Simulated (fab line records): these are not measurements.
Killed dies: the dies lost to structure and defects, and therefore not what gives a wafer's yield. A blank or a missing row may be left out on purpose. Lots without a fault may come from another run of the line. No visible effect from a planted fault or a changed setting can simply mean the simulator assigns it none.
Chamber matching | flow n5Finfet | 4 sister chambers for N5_BEOL_M9_ETCH_66 on rieDiel-06
The step etches SOC in N2/H2, target depth 80 nm, overetch 16 nm, time 120 s. 4 wafers are shown with their chamber, then 7 later ones without.

WAFERS WITH THEIR CHAMBER
wafer  | chamber | showerheadPlenumPTorr (Torr)
L081.1 | 0       | 2.41
L081.3 | 1       | 2.69
L085.2 | 2       | 2.49
L085.3 | 3       | 2.63

WAFERS MISSING THEIR CHAMBER
wafer  | showerheadPlenumPTorr (Torr)
L085.6 | 2.41
L096.1 | 2.62
L096.2 | 2.68
L096.3 | 2.49
L097.1 | 2.48
L097.4 | 2.68
L097.5 | 2.68

WHICH CHAMBER EACH ONE RAN IN
wafer  | from the rows above | in truth
L085.6 | 0                   | 0
L096.1 | 3                   | 3
L096.2 | 1                   | 1
L096.3 | 2                   | 2
L097.1 | 2                   | 2
L097.4 | 1                   | 1
L097.5 | 1                   | 1
7 of 7 placed correctly. Can't be placed from these rows: 0. Number placed wrongly: 0.
How it was worked out, from the rows above alone: a wafer's distance from a chamber is the root of the sum, over the readings, of the square of ((its reading less the chamber's mean) divided by the reading's scatter). If the next closest chamber is less than 2 further off than the closest, the wafer can't be placed; otherwise it belongs to the closest. Each chamber's mean is taken over the wafers shown for it. The scatter (one wafer shown for each chamber): square how far every hidden wafer sits from the nearest shown wafer, average those squares and take the square root.
